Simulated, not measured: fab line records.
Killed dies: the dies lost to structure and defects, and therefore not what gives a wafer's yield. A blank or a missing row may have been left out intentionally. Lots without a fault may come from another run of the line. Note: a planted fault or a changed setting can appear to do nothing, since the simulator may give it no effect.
fab line records + flow n5Finfet
record
- lots=4
- wafers=10
- lastDay=15
route steps=1938 shown BEOL_M4@1099 BEOL_M5@1112 BEOL_M9@1443 PASSIVATION@1936
lots that met no fault: taken from a fault-free run of the same line
startH: the number of hours between the record's first day and the start of the first shown wafer of the lot + waitH: hours elapsed since this lot's preceding step + " identical to the entry in the row above + L1.1+2: a row that stands for several wafers + - no value present, or no start provided + * or withheld: withheld + < > ~ a bound
route shown NAME@n: NAME is a module with steps in the file, n the number in the route of the first one + usual: mean/standard deviation of fault-free wafers + same: alike in all rows + chamber/n: place in a boat + sites: per-site readings + _std_site: standard deviation of those values + _edge_site: the outer-site mean with the inner-site mean subtracted + radiusMm: for every site, how far away it sits from the centre of the wafer + mask NAME#n: copy n + behind: tool/chamber where the wafer was last shaped + hold: what put the lot on hold/how long, in hours/how the hold closed + device: transistor that didn't switch, given as n, p or np + end of line: the tests these same wafers got at the end of their route + a step with no rows: only its recipe + killed: the dies lost at the first sort to structure and to defects; this is not the yield of the wafer + map: per-die view of a wafer (x killed, . not killed, _ where there is no die)
set.NAME: the setting as run; set.NAME@STEP: as run at that earlier step + model.NAME: the simulator's own value behind a step, which no gauge read
lots at selected steps of the route; one table per step, one row per wafer
services: from which hour (startH, from the record's first day; less than 0 if before it) a tool's chamber was out of use, for how many hours, and why
## steps
# step N5_BEOL_M4_ANNEAL_95
# recipe
- tempC=400
- timeS=240
- ambient=vacuum
# step N5_BEOL_M4_SPUTTER_96
# recipe
- material=Cu
- targetThkA=45
- tempC=-20
- chamberPressurePa=0.07
- powerW=withheld
- timeS=8.29
# step N5_BEOL_M4_ECD_50
# recipe
- material=Cu
- targetThkA=3000
# step N5_BEOL_M4_ANNEAL_51
# recipe
- tempC=225
- timeS=90
- ambient=N2
# step N5_BEOL_M4_CMP_52
# recipe
- stopOn=SiOC
- tOverpolishS=6.8
- downForcePsi=1
- platenRpm=50
- clearingPlatenDownForcePsi=1.5
- clearingPlatenRpm=50
- postCmpClean=cuAlkaline
- targetThkNm=40
- clearingPlatenPadVelocityMS=0.99484
- padVelocityMS=0.99484
# step N5_BEOL_M4_PRE_CLEAN_60
# recipe
- gas=NH3/H2
- timeS=15
- tempC=*
- rfPowerW=300
# step N5_BEOL_M4_CO_CAP_55
# recipe
- material=Co
- targetThkA=20
- tempC=200
- precursor=CCTBA/H2
- pressureTorr=30
- timeS=102.1
# step N5_BEOL_M4_PRE_CLEAN_56
# recipe
- gas=NH3
- timeS=15
- tempC=withheld
- rfPowerW=300
# step N5_BEOL_M4_DEP_57
# recipe
- material=SiCN
- targetThkA=80
- tempC=withheld
- precursor=3MS/NH3
- pressureTorr=3
- rfW=202
- timeS=14
# step N5_BEOL_M4_RC_MEAS_101
# usual
- DIBL_N=36.3/1.4
- DIBL_P=35.7/1.5
- IOFF_N=0.155/0.022
- IOFF_P=0.204/0.027
- ION_N=671/9
- ION_P=459/6.2
- SS_N=71.5/0.54
- SS_P=73.1/0.56
- VT_N=250.2/2.6
- VT_P=-251/3.3
| lot.wafer | tool      | chamber | startH | waitH | DIBL_N[mV/V] | DIBL_P[mV/V] | IOFF_N[nA/um] | IOFF_P[nA/um] | ION_N[uA/um] | ION_P[uA/um] | SS_N[mV/dec] | SS_P[mV/dec] | VT_N[mV] | VT_P[mV] |
|-----------|-----------|---------|--------|-------|--------------|--------------|---------------|---------------|--------------|--------------|--------------|--------------|----------|----------|
| L606.1    | prober-01 | 0       | 186.65 | 0.0   | 35.3         | 35.6         | 0.161         | 0.217         | 673          | 463          | 71.2         | 72.8         | 246.7    | -247     |
| L606.3    | "         | 0       | "      | "     | 37.1         | 37.4         | 0.202         | 0.257         | 692          | 475          | 72.0         | 73.7         | 246.3    | -248     |
| L606.6    | "         | 0       | "      | "     | 37.3         | 37.0         | 0.201         | 0.250         | 680          | 468          | 71.5         | 73.3         | 248.6    | -248     |
| L612.2    | prober-02 | 0       | 227.01 | 0.2   | 34.1         | 34.7         | 0.141         | 0.209         | 677          | 469          | 71.1         | 73.3         | 250.9    | -249     |
| L612.3    | "         | 0       | "      | "     | 34.7         | 35.2         | 0.147         | 0.224         | 672          | 464          | 72.2         | 73.5         | 250.2    | -251     |
| L612.5    | "         | 0       | "      | "     | 34.5         | 34.8         | 0.141         | 0.210         | 679          | 464          | 70.9         | 73.1         | 249.0    | -247     |
| L617.4    | prober-01 | 0       | 248.08 | 0.5   | 34.3         | 32.2         | 0.132         | 0.155         | 667          | 455          | 70.7         | 73.5         | 253.5    | -256     |
| L617.6    | "         | 0       | "      | "     | 36.3         | 33.9         | 0.159         | 0.179         | 673          | 457          | 71.1         | 74.0         | 250.6    | -255     |
| L618.2    | prober-01 | 0       | 253.25 | 0.2   | 35.8         | 34.0         | 0.140         | 0.165         | 666          | 454          | 71.2         | 72.9         | 252.3    | -256     |
| L618.3    | "         | 0       | "      | "     | 34.6         | 32.4         | 0.125         | 0.148         | 664          | 452          | 70.7         | 72.7         | 250.8    | -256     |
# step N5_BEOL_M5_ILD_DEP_00
# recipe
- material=SiCOH_lowk
- targetThkA=1406.4
- tempC=300
- precursor=DEMS/porogen
- pressureTorr=5
- rfW=500
- timeS=25.9
# step N5_BEOL_M5_CURE_79
# recipe
- tempC=385
- timeS=240
- ambient=He/Ar
- material=SiCOH_lowk
# step N5_BEOL_M5_PECVD_70
# recipe
- material=SiO2
- targetThkA=160
- tempC=400
- precursor=TEOS/O2
- pressureTorr=5.5
- rfW=450
- teosFlowSccm=53.8
- gas=O2
- flowSccm=3000
- timeS=18
# step N5_BEOL_M5_HM_DEP_02
# recipe
- material=TiN
- targetThkA=200
- tempC=25
- chamberPressurePa=0.49996
# step N5_BEOL_M5_COAT_59
# recipe
- resist=SOC
- tempC=250
- timeS=60
- spinRpm=1500
- resistThkNm=60
# step N5_BEOL_M5_COAT_60
# recipe
- resist=SiARC
- tempC=220
- timeS=60
- spinRpm=1500
- resistThkNm=12
# step N5_BEOL_M5_COAT_71
# recipe
- resist=underlayer
- tempC=205
- timeS=60
- spinRpm=1500
- resistThkNm=5
# step N5_BEOL_M5_COAT_05
# recipe
- resist=CAR-EUV
- spinRpm=1500
- resistThkNm=30
# step N5_BEOL_M5_EBR_07
# recipe
- solvent=PGMEA
- ebrWidthMm=1.5
# step N5_BEOL_M5_SOFTBAKE_06
# recipe
- tempC=110
- timeS=60
- resist=CAR-EUV
# step N5_BEOL_M5_EXPOSE_08
# recipe
- maskId=M5
- na=0.33
- sourceShape=annular
- sigmaInner=0.4
- sigmaOuter=0.8
- polarization=unpolarized
- targetCdNm=28
- doseMj=35.75
# step N5_BEOL_M5_PEB_09
# recipe
- pebTempC=100
- pebTimeS=60
- resist=CAR-EUV
# step N5_BEOL_M5_DEVELOP_10
# recipe
- developTimeS=30
- developer=TMAH
- resist=CAR-EUV
- rinseLiquid=surfactantRinse
- dry=airSpin
- devTempC=23
# step N5_BEOL_M5_DESCUM_16
# recipe
- chemistry=O2
- timeS=7
- sourcePowerW=50
- biasPowerW=20
- pressureMtorr=20
- rfFrequencyHz=2.712e+07
- tempC=40
- resist=CAR-EUV
- o2FlowSccm=225
# step N5_BEOL_M5_ETCH_72
# recipe
- chemistry=N2/H2
- target=underlayer
- targetDepthA=65
- maskMaterial=CAR-EUV
- timeS=5.2
- ionEnergyEv=200
- pressureMtorr=30
- sourceW=840
- biasW=150
- n2FlowSccm=200
- h2FlowSccm=200
- ends=cleared
# step N5_BEOL_M5_ETCH_61
# recipe
- chemistry=CF4
- target=SiARC
- targetDepthA=156
- maskMaterial=CAR-EUV
- timeS=26
- ionEnergyEv=80
- pressureMtorr=40
- sourceW=545
- biasW=36
- Ar_flow_sccm=100
- cf4FlowSccm=100
- ends=cleared
# step N5_BEOL_M5_ETCH_62
# recipe
- chemistry=N2/H2
- target=SOC
- targetDepthA=750
- overetchA=150
- maskMaterial=SiARC
- tempC=40
- timeS=112.5
- ionEnergyEv=200
- pressureMtorr=30
- sourceW=840
- biasW=150
- n2FlowSccm=200
- h2FlowSccm=200
# step N5_BEOL_M5_STRIP_63
# recipe
- chemistry=N2/H2
- tempC=40
- n2FlowSccm=200
- h2FlowSccm=200
- rfFrequencyHz=6e+07
# step N5_BEOL_M5_STRIP_73
# recipe
- chemistry=N2/H2
- tempC=40
- n2FlowSccm=200
- h2FlowSccm=200
- rfFrequencyHz=6e+07
# step N5_BEOL_M5_STRIP_64
# recipe
- chemistry=CF4
- resist=SiARC
- powerW=300
- biasPowerW=75
- pressureMtorr=50
- cf4FlowSccm=150
- rfFrequencyHz=6e+07
# step N5_BEOL_M5_HM_OPEN_17
# recipe
- chemistry=Cl2/BCl3
- targetDepthA=200
- overetchA=60
- target=TiN
- maskMaterial=SOC
- ionEnergyEv=150
- pressureMtorr=10
- icpW=1000
- biasW=126
- Cl2_flow_sccm=53.25
- bcl3FlowSccm=21.75
- Ar_flow_sccm=25
# step N5_BEOL_M5_STRIP_19
# recipe
- chemistry=O2
- powerW=400
- tempC=40
- pressureMtorr=30
- rfFrequencyHz=6e+07
- biasPowerW=0
- overashFraction=0.2
- o2FlowSccm=225
# step N5_BEOL_M5_COAT_65
# recipe
- resist=SOC
- tempC=250
- timeS=60
- spinRpm=1500
- resistThkNm=60
# step N5_BEOL_M5_COAT_66
# recipe
- resist=SiARC
- tempC=220
- timeS=60
- spinRpm=1500
- resistThkNm=12
# step N5_BEOL_M9_VIA_ETCH_34
# recipe
- chemistry=C4F6/O2
- target=SiCOH_lowk
- targetDepthA=1824
- maskMaterial=SOC
- taperDeg=4
- timeS=68.4
- ionEnergyEv=250
- pressureMtorr=30
- sourceW=345
- biasW=185
- Ar_flow_sccm=300
- C4F6_flow_sccm=10
- O2_flow_sccm=10
# usual
- drypumpMotorCurrentA=5.84/0.27
- oes_f_703_au=0.80/0.087
- oesProductAu=0.80/0.094
- rfVppV=668/5.2
- showerheadPlenumPTorr=2.85/0.081
- throttleValvePct=20.96/0.27
| lot.wafer | tool       | chamber | startH | waitH | drypumpMotorCurrentA | oes_f_703_au | oesProductAu | rfHoursCounterH | rfVppV | showerheadPlenumPTorr | throttleValvePct | model.etch.depthNm | model.SOC_of_BEOL_M9_COAT_63.thkNm |
|-----------|------------|---------|--------|-------|----------------------|--------------|--------------|-----------------|--------|-----------------------|------------------|--------------------|------------------------------------|
| L606.1    | rieDiel-06 | 3       | 228.34 | 0.0   | 6.14                 | 0.79         | 0.79         | 97              | 671    | 2.76                  | 21.05            | 181.4              | 51.2                               |
| L606.3    | "          | 0       | "      | "     | 5.82                 | 0.68         | 0.67         | 247             | 670    | 2.91                  | 21.28            | 180.6              | 51.2                               |
| L606.6    | "          | 3       | "      | "     | 6.13                 | 0.78         | 0.78         | -               | 673    | 2.76                  | 21.06            | 181.3              | 51                                 |
| L612.2    | rieDiel-06 | 1       | 272.26 | 0.0   | 5.98                 | 0.93         | 0.96         | 10              | 677    | 2.91                  | 20.55            | 191.5              | 50.8                               |
| L612.3    | "          | 3       | "      | "     | 6.14                 | 0.77         | 0.78         | 111             | 671    | 2.75                  | 21.07            | 183.1              | 51.2                               |
| L612.5    | "          | 2       | "      | "     | 5.76                 | 0.72         | 0.72         | -               | 673    | 2.94                  | 21.09            | 185.4              | 51.2                               |
| L617.4    | rieDiel-06 | 3       | 294.95 | 0.0   | 6.18                 | 0.76         | 0.67         | 122             | 671    | 2.75                  | 21.06            | 144                | 53                                 |
| L617.6    | "          | 1       | "      | "     | 5.96                 | 0.91         | 0.92         | -               | 677    | 2.90                  | 20.58            | 187.9              | 50.8                               |
| L618.2    | rieDiel-06 | 1       | 297.91 | 0.0   | 5.97                 | 0.91         | 0.80         | 23              | 677    | 2.90                  | 20.54            | 149.8              | 53                                 |
| L618.3    | "          | 3       | "      | "     | 6.14                 | 0.76         | 0.77         | 123             | 671    | 2.75                  | 21.09            | 181                | 51.4                               |
# step N5_PASSIVATION_PROBE_49
# usual
- defectLimitedYield=91.0/1.5
- killed_at_M0_to_M3=36/12
- killed_at_M4_up=14/5.5
- killedAtContacts=11/4.8
- killedAtFrontEnd=42/12
- killedAtOther=3.7/2.7
- killedDies=106/18
- killedOnRim=13/4.5
- killedOpen=70/13
- killedShort=35/8.2
- sort_bin_5_function=5.3/1
- sort_bin_6_memory=3.3/0.69
- sortNPass=1074/18
- sortYieldPct=91.0/1.5
# same
- grossDies=1180
- killedAtBackSide=0
- sort_bin_4_leakage[%]=0
- sort_bin_8_speed[%]=0
| lot.wafer | tool      | chamber | startH | waitH | defectLimitedYield[%] | killed_at_M0_to_M3 | killed_at_M4_up | killedAtContacts | killedAtFrontEnd | killedAtOther | killedDies | killedOnRim | killedOpen | killedShort | sort_bin_5_function[%] | sort_bin_6_memory[%] | sortNPass | sortYieldPct[%] |
|-----------|-----------|---------|--------|-------|-----------------------|--------------------|-----------------|------------------|------------------|---------------|------------|-------------|------------|-------------|------------------------|----------------------|-----------|-----------------|
| L612.2    | prober-02 | -       | 326.56 | 0.1   | 92.6                  | 23                 | 13              | 9                | 41               | 1             | 87         | 14          | 50         | 37          | 5.1                    | 2.2                  | 1093      | 92.6            |
| L612.3    | prober-02 | -       | 326.61 | 0.1   | 90.9                  | 43                 | 11              | 15               | 35               | 3             | 107        | 14          | 70         | 35          | 5.2                    | 3.2                  | 1073      | 90.9            |
| L612.5    | prober-02 | -       | 326.71 | 0.2   | 91.4                  | 48                 | 6               | 12               | 32               | 3             | 101        | 16          | 73         | 27          | 5.6                    | 2.8                  | 1079      | 91.4            |
| L618.2    | prober-01 | -       | 348.64 | 0.1   | 78.9                  | 35                 | 159             | 7                | 45               | 3             | 249        | 15          | 70         | 39          | 17.0                   | 3.8                  | 931       | 78.9            |
| L617.4    | prober-01 | -       | 356.05 | 0.2   | 39.4                  | 21                 | 629             | 16               | 46               | 3             | 715        | 28          | 69         | 26          | 56.9                   | 3.1                  | 465       | 39.4            |
# killed by level:class
L612.2 BEOL_M0_SAQP:geometricParticle:short=11 STI_FIN_REVEAL:geometricParticle:open=9 MOL_CONTACT_COAG:geometricParticle:open=7 STARTING-WAFER:geometricParticle:short=6 FIN_SAQP:geometricParticle:open=5 STI_FIN_REVEAL:geometricParticle:short=5 BEOL_M4:geometricParticle:open=5 BEOL_M0_SAQP:geometricParticle:open=5
L612.3 MOL_CONTACT_COAG:geometricParticle:open=13 BEOL_M0_SAQP:geometricParticle:open=13 BEOL_M0_SAQP:geometricParticle:short=11 FIN_SAQP:geometricParticle:short=7 BEOL_M1:geometricParticle:open=7 STARTING-WAFER:geometricParticle:open=6 FIN_SAQP:geometricParticle:open=5 BEOL_M4:geometricParticle:open=5
L612.5 BEOL_M0_SAQP:geometricParticle:open=12 BEOL_M1:geometricParticle:open=12 MOL_CONTACT_COAG:geometricParticle:open=10 BEOL_M3:geometricParticle:open=10 BEOL_M0_SAQP:geometricParticle:short=8 FIN_SAQP:geometricParticle:open=6 FIN_SAQP:geometricParticle:short=5 GATE_CUT:geometricParticle:short=5
L618.2 BEOL_M9:areaEtch=136 BEOL_M2:geometricParticle:open=13 STI_FIN_REVEAL:geometricParticle:open=12 GATE_CUT:geometricParticle:short=8 FIN_SAQP:geometricParticle:short=6 BEOL_M0_SAQP:geometricParticle:short=6 BEOL_M4:geometricParticle:open=6 MOL_CONTACT_COAG:geometricParticle:open=5
L617.4 BEOL_M9:areaEtch=619 MOL_CONTACT_COAG:geometricParticle:open=15 FIN_SAQP:geometricParticle:open=8 STI_FIN_REVEAL:geometricParticle:open=8 BEOL_M0_SAQP:geometricParticle:open=7 BEOL_M4:geometricParticle:open=5 FIN_SAQP:geometricParticle:short=4 DUMMY_GATE:geometricParticle:open=4
# map L617.4 (x killed, . not)
_________________.x..xx.x....________________
______________.x.x.xxx....x...x._____________
___________.x..x...x..xxxx.xxx....x__________
__________.x...xx.x.xxxxx..........._________
________x.xx.xxx.xxxxxxxxxxx..x.xx...._______
_______.xx.xxxxxxxxxxxxxxxxxx.......x..______
______x..xxxxxxxxxxxx.xxxxxx..x.xx..xx.._____
_____x..xxxxx.xxxxxxxxxxx.xx.xx.....x.x..____
____x.x.xxxxxxxxxxxxxxxxxxxxxx.xx.........___
___....xxxxxxxxxxxxxxx.xxxxxxxx..x...x.....__
___.xxxxxxxxxxxxxx.xxxxxxx.xxxxxxxx..x....x__
__..xxxxxxxxxxxxxxx.xxxxxxxxxxxxxxx.x....x.._
__xxxxxxxxxxxxxxxxxx.xxxxx.xxxxxxxx..xx....x_
_...x.xxxxxxxxxxxxxxxxx.xxxxxxxxxxx.xx.xx....
_..xxxxxxxxxxxxxxxxx.xxxxxxxxxxxxxxxx.xxxx...
_x.xxxxx.xxxxxxxxxxxxxxxxxxxx.x.xxxxx.xxx....
_..xxxxxxxxxxxxxxxxxxxxxxxxxxxxxxx..xxxxx.x.x
_...x..xxxxxxxxxxxxxxxxxxxxxxxxx.xxxxx..x....
_..x..x..xxxxxxxx.x.xxxxxxxx.xxxxxxxxxx.x..x.
_...xx.x.x.xxxxxxxxx.xxxxxxxxxxxxxxxxxx....x.
_x.....x...xxxxxxxxxxxxxxxxxxxxxxxxxx..x.....
__.....xx.....xxxxxxxxxxxxxxxxxxxxxxx...x..._
__...x..x...x.xxxx.xxxxxxxxxxxxxxxxx....xx.._
___x..x.xxx.xx.x.xxxxxxxxxxxxxxxxxxx.......__
___.....xx.xxxxx..xxxxxxxxxxxxxxxxx.xx.....__
____.....x.x.x..xxxxxxxxxxxxxxxxxx.x......___
_____...xxxx.....x.xx.xxxxxx.xx.xxx..x...____
______..x.......x.xx...x..xxx..x.x......_____
_______...x.x......x.x.xxxx..........x.______
________..x........x..........x......x_______
__________.....x.........x..xx......_________
___________........x.....x.........__________
______________.....x.x.xx......._____________
_________________...x..x.....________________
# map L618.2 (x killed, . not)
_________________x...........________________
______________.............x...._____________
___________.x..x..................x__________
__________x........x...........x.x.._________
________.............................._______
_______................................______
______............x...x................x_____
_____..................xxx....x.xx.......____
____......x.......x..xx...x.....x.........___
___..x.....x..x..................xx........__
___.......x.......x...x....x..x............__
__....x...xx.....x....x.....x..xxx.........._
__.x........x.x.x...x.....x..xxx.x.x.x.x.x.._
_.....xx.x....x.........xx..xxxxxxxxxxx.x...x
_...................xx....x..xxxxxxxxxx......
_....................x..x....xx...x.x....x...
_x............x..x..x.x.........xxxxx.xx.x...
_....x..x.....x........x.......x..x.x..x.x...
_...xx...x......x......x.xxx.x.x...x.x.x....x
_..................x.....xxxxx..x.x..x.......
_.............x......xxx.xxxxx.........x.....
__.x..............x..xxxxxxxxxx............._
__.x......x..x...xxxxxxxxxxxx....x.xx......._
___....x..x...xxxx.x..xx.xx.x...x..x.......__
___...........x.xxxx.x..xxxxx.....x..x.....__
____...............x.xx..x...x...x........___
_____.x...........xx..x....x.x....x.....x____
______..xx.x.x....x.xx.....x.......x...._____
_______..........x....x...........x.x..______
________.........x......x.....x......._______
__________......xxx...x..........x.._________
___________......................xx__________
______________..........xx......_____________
_________________.x.......x..________________
## services
| tool       | chamber | startH | hours | kind                        |
|------------|---------|--------|-------|-----------------------------|
| rieDiel-06 | 1       | 227.30 | -     | clean                       |
| rieDiel-06 | 1       | 227.30 | -     | consumableReplace:focusRing |
| rieDiel-06 | 1       | 227.30 | 12.9  | scheduledDown               |
| rieDiel-06 | 1       | 227.30 | 12.9  | ventCycle                   |
| rieDiel-06 | 0       | 240.32 | -     | clean                       |
| rieDiel-06 | 0       | 240.32 | -     | consumableReplace:focusRing |
| rieDiel-06 | 0       | 240.32 | 11.9  | scheduledDown               |
| rieDiel-06 | 0       | 240.32 | 11.9  | ventCycle                   |
## key
firstSign
- step=N5_PASSIVATION_PROBE_49
- reading=killed_at_M4_up
- direction=up
- sigmas=69
- usual=14
- struck=394
effect
- step=N5_PASSIVATION_PROBE_49
- reading=sort_bin_5_function
- direction=up
- sigmas=31
- usual=5.3
- struck=37.0
modelEffect
- step=N5_BEOL_M9_VIA_ETCH_34
- value=etch.depthNm
- without=186.1
- struck=146.9
moreKillsBornAt
- N5_BEOL_M9_VIA_ETCH_34@rieDiel-06=755
metAt N5_BEOL_M9_VIA_ETCH_34
struckWafers L617.4,L618.2
laterRowsLeftOut L617.4
onsetBetween 272.26 294.95
fault
- kind=processParameterDrift
- tool=rieDiel-06
- chamber=-
- onsetH=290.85
- steps=N5_BEOL_M9_VIA_ETCH_34
- channel=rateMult
- offset=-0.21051
- shape=step
- endH=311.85
- scope=struckWafersOnly
# laterRowsLeftOut: the simulator's readings of these wafers behind a module that went badly wrong aren't trusted and aren't shown, but for the sort
